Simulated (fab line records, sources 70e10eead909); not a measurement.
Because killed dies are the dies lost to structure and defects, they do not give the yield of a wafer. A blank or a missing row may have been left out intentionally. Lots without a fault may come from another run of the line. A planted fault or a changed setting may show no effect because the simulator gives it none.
fab line records | flow nand-harc
record: lots: 14 wafers: 42 last-day: 24
route steps=1159 shown A_CONTACT@923 END@1159
lots that met no fault: from a run of the same line without faults
start-h: hours from the record's first day to the start of the lot's first wafer shown | wait-h: hours from the lot's prior step to this one | " unchanged from the row above | L1.1+2: one row covering several wafers at once | - no value, or no start given | * or withheld: withheld | < > ~ a bound
route shown NAME@n: NAME is a module with steps in the file, n the number in the route of the first one | usual: mean/standard deviation taken from wafers without a fault | same: alike in all rows | chamber/n: place in a boat | sites: each site's reading | _std_site: standard deviation across them | _edge_site: inner sites' mean taken away from outer sites' mean | radius-mm: for every site, how far away it sits from the centre of the wafer | mask NAME#n: copy n | behind: the tool/chamber that last shaped the wafer | hold: reason for holding the lot/hours on hold/outcome of the hold | device: transistor that didn't switch, given as n, p or np | end of line: tests run on the same wafers once the route is complete | step lacking rows: just its recipe | killed: at the first sort, the dies lost to defects and structure; wafer yield is something else | map: a wafer's dies, x killed, . not, _ none there
set.NAME: the setting as run; set.NAME@STEP: as run at that earlier step | model.NAME: the simulator's own value behind a step, which no gauge read
a sample of lots followed through the steps of the route, with each step as a table and each wafer as a row
services: from which hour (start-h, from the record's first day; less than 0 if before it) a tool's chamber was out of use, for how many hours, and why
== steps ==
step: NHARC_A_CONTACT_DEP_84
recipe: target-thk-a: 20000 temp-c: 400 material: aC
usual: throttle-valve-pct: 34.998/0.0094
columns lot.wafer tool chamber start-h wait-h throttle-valve-pct
L557.1 acl-dep-01 0 377.76 - 35.009
L557.4 " 0 " " 35.004
L557.5 " 0 " " 35.021
L560.3 acl-dep-03 0 386.39 - 34.982
L560.4 " 0 " " 35.006
L560.6 " 0 " " 34.990
L558.2 acl-dep-02 0 391.09 - 34.996
L558.4 " 0 " " 35.000
L558.6 " 0 " " 35.000
L561.3 acl-dep-01 0 393.51 - 35.000
L561.4 " 0 " " 34.987
L561.5 " 0 " " 34.982
L563.1 acl-dep-03 0 403.86 - 35.007
L563.2 " 0 " " 34.988
L563.3 " 0 " " 34.999
L564.1 acl-dep-03 0 420.06 - 34.993
L564.4 " 0 " " 34.995
L564.6 " 0 " " 34.983
L565.2 acl-dep-03 0 428.30 - 34.999
L565.3 " 0 " " 34.998
L565.6 " 0 " " 35.009
L566.2 acl-dep-01 0 431.80 - 35.009
L566.4 " 0 " " 35.008
L566.5 " 0 " " 34.985
L569.1 acl-dep-01 0 452.70 - 34.990
L569.2 " 0 " " 34.993
L569.4 " 0 " " 34.990
L572.1 acl-dep-02 0 467.06 - 34.998
L572.4 " 0 " " 34.986
L572.5 " 0 " " 35.003
L574.2 acl-dep-02 0 479.57 - 35.001
L574.4 " 0 " " 34.999
L574.6 " 0 " " 34.992
L578.2 acl-dep-01 0 509.31 - 35.019
L578.5 " 0 " " 34.995
L578.6 " 0 " " 35.001
L577.4 acl-dep-01 0 512.66 - 35.002
L577.5 " 0 " " 34.993
L577.6 " 0 " " 34.991
L580.3 acl-dep-03 0 518.31 - 35.000
L580.4 " 0 " " 34.988
L580.6 " 0 " " 34.993
step: NHARC_A_CONTACT_OVL_MEAS_09
usual: overlay-x-nm: 0.0/0.67 overlay-y-nm: -0.1/0.66
columns lot.wafer tool chamber start-h wait-h overlay-x-nm overlay-y-nm
L557.1 overlay-02 - 379.93 - 0.6 0.5
L557.4 " - " " 0.2 0.7
L557.5 " - " " 0.5 0.4
L560.3 overlay-01 - 388.43 - 0.3 -0.3
L560.4 " - " " 0.5 -0.2
L560.6 " - " " 0.5 0.2
L558.2 overlay-02 - 392.83 - -1.7 -0.5
L558.4 " - " " -1.0 -0.6
L558.6 " - " " -0.6 -0.2
L561.3 overlay-02 - 395.06 - 0.4 -0.2
L561.4 " - " " 0.0 -0.1
L561.5 " - " " 0.2 0.1
L563.1 overlay-01 - 405.82 - 0.4 0.0
L563.2 " - " " 1.1 0.1
L563.3 " - " " 0.2 0.3
L564.1 overlay-02 - 422.41 - -0.8 0.0
L564.4 " - " " -0.6 0.1
L564.6 " - " " -1.6 0.6
L565.2 overlay-02 - 430.18 - -0.5 0.5
L565.3 " - " " -0.6 0.4
L565.6 " - " " -0.4 0.9
L566.2 overlay-01 - 433.69 - -0.3 -0.5
L566.4 " - " " -0.3 -0.2
L566.5 " - " " -0.4 -0.7
L569.1 overlay-01 - 454.66 - 0.1 0.0
L569.2 " - " " 0.0 0.2
L569.4 " - " " 0.2 -0.2
L572.1 overlay-01 - 469.14 - 0.7 -0.7
L572.4 " - " " 0.9 -0.3
L572.5 " - " " 0.5 -0.2
L574.2 overlay-02 - 481.32 - -0.7 0.2
L574.4 " - " " -0.4 0.8
L574.6 " - " " -0.4 1.0
L578.2 overlay-02 - 511.17 - -1.0 -1.1
L578.5 " - " " -1.1 -0.9
L578.6 " - " " -1.3 -1.6
L577.4 overlay-02 - 514.32 - 1.3 -0.5
L577.5 " - " " 0.4 -1.4
L577.6 " - " " 0.5 -1.2
L580.3 overlay-01 - 520.25 - 0.5 -0.2
L580.4 " - " " -0.6 -0.4
L580.6 " - " " -0.6 -0.5
step: NHARC_A_CONTACT_INSPECT_10
usual: raw-defect-count: 28/14
columns lot.wafer tool chamber start-h wait-h raw-defect-count
L557.1 defect-inspect-02 - 379.97 0.0 8
L557.4 " - " " 9
L557.5 " - " " 16
L560.3 defect-inspect-01 - 388.46 0.0 14
L560.4 " - " " 7
L560.6 " - " " 19
L558.2 defect-inspect-02 - 392.89 0.1 30
L558.4 " - " " 50
L558.6 " - " " 38
L561.3 defect-inspect-01 - 395.09 0.0 8
L561.4 " - " " 6
L561.5 " - " " 10
L563.1 defect-inspect-01 - 405.86 0.0 13
L563.2 " - " " 11
L563.3 " - " " 15
L564.1 defect-inspect-01 - 422.44 0.0 19
L564.4 " - " " 18
L564.6 " - " " 23
L565.2 defect-inspect-02 - 430.22 0.0 46
L565.3 " - " " 34
L565.6 " - " " 38
L566.2 defect-inspect-01 - 433.73 0.0 10
L566.4 " - " " 8
L566.5 " - " " 11
L569.1 defect-inspect-01 - 454.70 0.0 31
L569.2 " - " " 38
L569.4 " - " " 36
L572.1 defect-inspect-01 - 469.18 0.0 33
L572.4 " - " " 34
L572.5 " - " " 25
L574.2 defect-inspect-01 - 481.36 0.0 34
L574.4 " - " " 44
L574.6 " - " " 50
L578.2 defect-inspect-01 - 511.21 0.0 514
L578.5 " - " " 514
L578.6 " - " " 557
L577.4 defect-inspect-02 - 514.35 0.0 522
L577.5 " - " " 508
L577.6 " - " " 533
L580.3 defect-inspect-02 - 520.29 0.0 40
L580.4 " - " " 45
L580.6 " - " " 34
step: NHARC_A_CONTACT_ETCH_134
recipe: source-w: withheld pressure-mtorr: 20 bias-v: withheld time-s: 140 target-depth-a: 7000 ar-flow-sccm: withheld c4f8-flow-sccm: withheld o2-flow-sccm: withheld chemistry: C4F8/O2/Ar
columns lot.wafer tool chamber start-h wait-h rf-hours-counter-h
L557.1 har-cap-etch-02 1 381.76 - 10
L557.4 " 0 " " -
L557.5 " 1 " " -
L560.3 har-cap-etch-03 0 389.98 - -
L560.4 " 1 " " -
L560.6 " 1 " " -
L558.2 har-cap-etch-01 1 393.94 - 64
L558.4 " 1 " " -
L558.6 " 0 " " -
L561.4 har-cap-etch-03 0 396.33 - -
L561.3 " 1 " " -
L561.5 " 0 " " -
L563.1 har-cap-etch-01 1 406.93 - 66
L563.2 " 0 " " 66
L563.3 " 1 " " -
L564.1 har-cap-etch-03 1 423.75 - 86
L564.4 " 1 " " -
L564.6 " 1 " " -
L565.2 har-cap-etch-01 1 431.27 - 69
L565.3 " 0 " " -
L565.6 " 0 " " -
L566.2 har-cap-etch-03 1 435.43 - 88
L566.4 " 1 " " -
L566.5 " 0 " " -
L569.1 har-cap-etch-01 0 455.84 - 73
L569.2 " 1 " " 73
L569.4 " 0 " " -
L572.1 har-cap-etch-02 1 470.28 - 28
L572.4 " 0 " " -
L572.5 " 0 " " -
L574.2 har-cap-etch-01 1 482.43 - 79
L574.4 " 1 " " -
L574.6 " 0 " " -
L578.2 har-cap-etch-02 0 512.78 - 33
L578.6 " 0 " " -
L578.5 " 1 " " -
L577.4 har-cap-etch-02 1 515.64 - -
L577.6 " 0 " " -
L577.5 " 1 " " -
L580.3 har-cap-etch-03 1 521.40 - -
L580.4 " 0 " " -
L580.6 " 1 " " -
step: NHARC_A_CONTACT_ETCH_136
recipe: source-w: withheld pressure-mtorr: 20 bias-v: 3000 time-s: 132 target-depth-a: 12870 ar-flow-sccm: withheld c4f8-flow-sccm: withheld o2-flow-sccm: withheld chemistry: C4F8/O2/Ar
columns lot.wafer tool chamber start-h wait-h rf-hours-counter-h
L557.1 har-cap-etch-02 1 382.08 0.1 11
L557.4 " 0 " " -
L557.5 " 1 " " -
L560.3 har-cap-etch-03 0 390.28 0.1 -
L560.4 " 1 " " -
L560.6 " 1 " " -
L558.2 har-cap-etch-01 1 394.42 0.2 64
L558.4 " 1 " " -
L558.6 " 0 " " -
L561.4 har-cap-etch-03 0 396.73 0.1 -
L561.3 " 1 " " -
L561.5 " 0 " " -
L563.1 har-cap-etch-01 1 407.50 0.2 66
L563.2 " 0 " " 66
L563.3 " 1 " " -
L564.1 har-cap-etch-03 1 424.18 0.1 87
L564.4 " 1 " " -
L564.6 " 1 " " -
L565.2 har-cap-etch-01 1 431.59 0.1 70
L565.3 " 0 " " -
L565.6 " 0 " " -
L566.2 har-cap-etch-03 1 435.75 0.1 89
L566.4 " 1 " " -
L566.5 " 0 " " -
L569.1 har-cap-etch-01 0 456.16 0.1 73
L569.2 " 1 " " 73
L569.4 " 0 " " -
L572.1 har-cap-etch-02 1 470.61 0.1 29
L572.4 " 0 " " -
L572.5 " 0 " " -
L574.2 har-cap-etch-01 1 483.30 0.7 79
L574.4 " 1 " " -
L574.6 " 0 " " -
L578.2 har-cap-etch-02 0 513.11 0.1 33
L578.6 " 0 " " -
L578.5 " 1 " " -
L577.4 har-cap-etch-02 1 515.92 0.1 -
L577.6 " 0 " " -
L577.5 " 1 " " -
L580.3 har-cap-etch-03 1 521.69 0.1 -
L580.4 " 0 " " -
L580.6 " 1 " " -
step: NHARC_END_SORT_01
recipe: temp-c: 25
usual: killed-at-array: 27/11 killed-at-other: 0.7/0.93 killed-at-periphery: 2.9/1.9 killed-dies: 30/11 killed-open: 3.1/1.7 killed-short: 1.9/1.3
same: gross-dies: 677
columns lot.wafer tool chamber start-h wait-h killed-at-array killed-at-other killed-at-periphery killed-dies killed-open killed-short
L566.2 prober-02 0 489.63 2.8 16 1 2 19 2 3
L566.4 prober-02 0 491.24 3.4 13 0 4 17 2 2
L566.5 prober-02 0 492.05 3.7 14 1 3 18 5 0
L569.1 prober-02 0 506.50 2.5 25 0 1 26 4 0
L569.2 prober-02 0 507.29 2.8 35 0 2 37 3 2
L569.4 prober-02 0 508.87 3.4 30 0 3 33 7 2
L572.1 prober-02 0 534.53 2.5 30 2 2 34 4 0
L572.4 prober-02 0 536.93 3.4 23 2 1 26 4 0
L572.5 prober-02 0 537.74 3.7 25 0 1 26 3 3
L578.2 prober-01 0 568.37 2.8 62 1 5 68 5 1
L578.5 prober-01 0 570.77 3.7 60 0 3 63 6 1
L578.6 prober-01 0 571.57 4.0 73 0 1 74 4 2
L577.4 prober-02 0 569.96 3.4 51 1 1 53 3 1
L577.5 prober-02 0 570.75 3.7 55 1 3 59 3 1
L577.6 prober-02 0 571.55 4.0 55 0 2 57 4 2
killed by level:class
L566.2 A_STAIRCASE:chamber-film-flake=4 A_CONTACT:chamber-film-flake=4 A_CHANNEL_FILL_D1:geometric-particle:open=2 A_CHANNEL_HOLE_D1:chamber-film-flake=2 P_M1:geometric-particle:short=1 A_CHANNEL_FILL_D1:geometric-particle:short=1 A_M0:geometric-particle:short=1 P_GATE:chamber-film-flake=1
L566.4 A_STAIRCASE:chamber-film-flake=5 P_GATE:chamber-film-flake=2 A_CHANNEL_HOLE_D1:chamber-film-flake=2 A_CONTACT:chamber-film-flake=2 P_M0:geometric-particle:open=1 A_CHANNEL_FILL_D1:geometric-particle:open=1 A_CHANNEL_FILL_D1:geometric-particle:short=1 A_SGD_CUT:geometric-particle:short=1
L566.5 A_CHANNEL_HOLE_D1:chamber-film-flake=4 A_CONTACT:chamber-film-flake=4 A_STAIRCASE:chamber-film-flake=2 P_CONTACT:geometric-particle:open=1 P_M2:geometric-particle:open=1 A_ONON_D1:geometric-particle:open=1 A_WL_FILL:geometric-particle:open=1 A_M0:geometric-particle:open=1
L569.1 A_CHANNEL_HOLE_D1:chamber-film-flake=19 A_CONTACT:geometric-particle:open=3 P_M0:geometric-particle:open=1 A_STAIRCASE:chamber-film-flake=1 A_SGD_CUT:chamber-film-flake=1 A_CONTACT:chamber-film-flake=1
L569.2 A_CHANNEL_HOLE_D1:chamber-film-flake=23 A_ZERO_WELL:chamber-film-flake=3 A_CONTACT:chamber-film-flake=3 A_SGD_CUT:chamber-film-flake=2 P_CONTACT:geometric-particle:open=1 P_M0:geometric-particle:short=1 A_CHANNEL_FILL_D1:geometric-particle:short=1 A_CONTACT:geometric-particle:open=1
L569.4 A_CHANNEL_HOLE_D1:chamber-film-flake=15 A_ZERO_WELL:chamber-film-flake=3 A_CONTACT:chamber-film-flake=3 A_CONTACT:geometric-particle:open=2 P_CONTACT:geometric-particle:open=1 P_M0:geometric-particle:short=1 P_M0:geometric-particle:open=1 A_ONON_D1:geometric-particle:open=1
L572.1 A_SLIT:chamber-film-flake=23 A_CHANNEL_HOLE_D1:chamber-film-flake=2 A_CONTACT:chamber-film-flake=2 THIN_TSV:chamber-film-flake=2 P_CONTACT:geometric-particle:open=1 P_M0:geometric-particle:open=1 A_ONON_D1:geometric-particle:open=1 A_SGD_CUT:geometric-particle:open=1
L572.4 A_SLIT:chamber-film-flake=12 A_CHANNEL_HOLE_D1:chamber-film-flake=5 A_CHANNEL_FILL_D1:geometric-particle:open=1 A_CONTACT:geometric-particle:open=1 A_M0:geometric-particle:open=1 STARTING-WAFER:geometric-particle:open=1 P_GATE:chamber-film-flake=1 A_ZERO_WELL:chamber-film-flake=1
L572.5 A_SLIT:chamber-film-flake=15 A_ZERO_WELL:chamber-film-flake=2 A_CHANNEL_HOLE_D1:chamber-film-flake=2 P_CONTACT:geometric-particle:open=1 A_CHANNEL_FILL_D1:geometric-particle:short=1 A_SGD_CUT:geometric-particle:open=1 A_WL_FILL:geometric-particle:short=1 A_BLC:geometric-particle:open=1
L578.2 A_CONTACT:unspecified=38 A_CHANNEL_HOLE_D1:chamber-film-flake=18 P_STI:chamber-film-flake=3 P_M0:geometric-particle:open=2 A_WL_FILL:geometric-particle:open=1 A_CONTACT:geometric-particle:open=1 A_CONTACT:geometric-particle:short=1 STARTING-WAFER:geometric-particle:open=1
L577.4 A_CONTACT:unspecified=37 A_CHANNEL_HOLE_D1:chamber-film-flake=7 A_CHANNEL_FILL_D1:geometric-particle:open=1 A_CHANNEL_FILL_D1:geometric-particle:short=1 A_CONTACT:geometric-particle:open=1 STARTING-WAFER:geometric-particle:open=1 P_M0:chamber-film-flake=1 A_ZERO_WELL:chamber-film-flake=1
L577.5 A_CONTACT:unspecified=34 A_CHANNEL_HOLE_D1:chamber-film-flake=9 A_M0:chamber-film-flake=4 A_SGD_CUT:chamber-film-flake=3 A_CONTACT:chamber-film-flake=3 P_M0:geometric-particle:open=1 P_M2:geometric-particle:open=1 A_CHANNEL_FILL_D1:geometric-particle:open=1
L578.5 A_CONTACT:unspecified=39 A_CHANNEL_HOLE_D1:chamber-film-flake=15 A_STAIRCASE:geometric-particle:open=2 A_CONTACT:geometric-particle:open=2 P_CONTACT:geometric-particle:open=1 P_M0:geometric-particle:short=1 A_CHANNEL_HOLE_D1:geometric-particle:open=1 P_STI:chamber-film-flake=1
L577.6 A_CONTACT:unspecified=34 A_CHANNEL_HOLE_D1:chamber-film-flake=5 A_SLIT:chamber-film-flake=3 A_WL_FILL:chamber-film-flake=3 A_CONTACT:chamber-film-flake=2 A_M0:chamber-film-flake=2 P_GATE:geometric-particle:open=1 A_SOURCE_PLATE:geometric-particle:open=1
L578.6 A_CONTACT:unspecified=39 A_CHANNEL_HOLE_D1:chamber-film-flake=23 A_STAIRCASE:chamber-film-flake=3 A_CHANNEL_FILL_D1:geometric-particle:short=2 A_WL_FILL:geometric-particle:open=2 A_CHANNEL_FILL_D1:geometric-particle:open=1 A_CONTACT:geometric-particle:open=1 P_GATE:chamber-film-flake=1
== services ==
columns tool chamber start-h hours kind
acl-dep-03 - 407.06 13.0 pm
har-cap-etch-01 - 416.83 0.6 repair
acl-dep-01 - 475.34 13.0 pm
har-cap-etch-03 - 492.53 0.7 repair
== key ==
first-sign: step: NHARC_A_CONTACT_INSPECT_10 reading: raw-defect-count direction: up sigmas: 36 usual: 28 struck: 525
effect: step: NHARC_END_SORT_01 reading: killed-at-array direction: up sigmas: 3 usual: 27 struck: 59
more-kills-born-at: NHARC_A_CONTACT_DEP_84@acl-dep-01: 221
met-at NHARC_A_CONTACT_DEP_84
struck-lots L577,L578
tester-left-out L577,L578
not-acting-at NHARC_A_CONTACT_OVL_MEAS_09,NHARC_A_CONTACT_ETCH_134,NHARC_A_CONTACT_ETCH_136
onset-between 452.70 509.31
fault: kind: chamber-particle-source tool: acl-dep-01 chamber: - onset-h: 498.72 steps: NHARC_A_CONTACT_DEP_84 rate-per-visit-cm2: 0.74799 end-h: 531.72
tester-left-out: of these lots the tester's yield and bins aren't shown, on N5 and GAA mostly nor the transistor test; their killed dies are dies lost to structure and defects alone, not to doping, threshold or leakage, so they don't give the yield
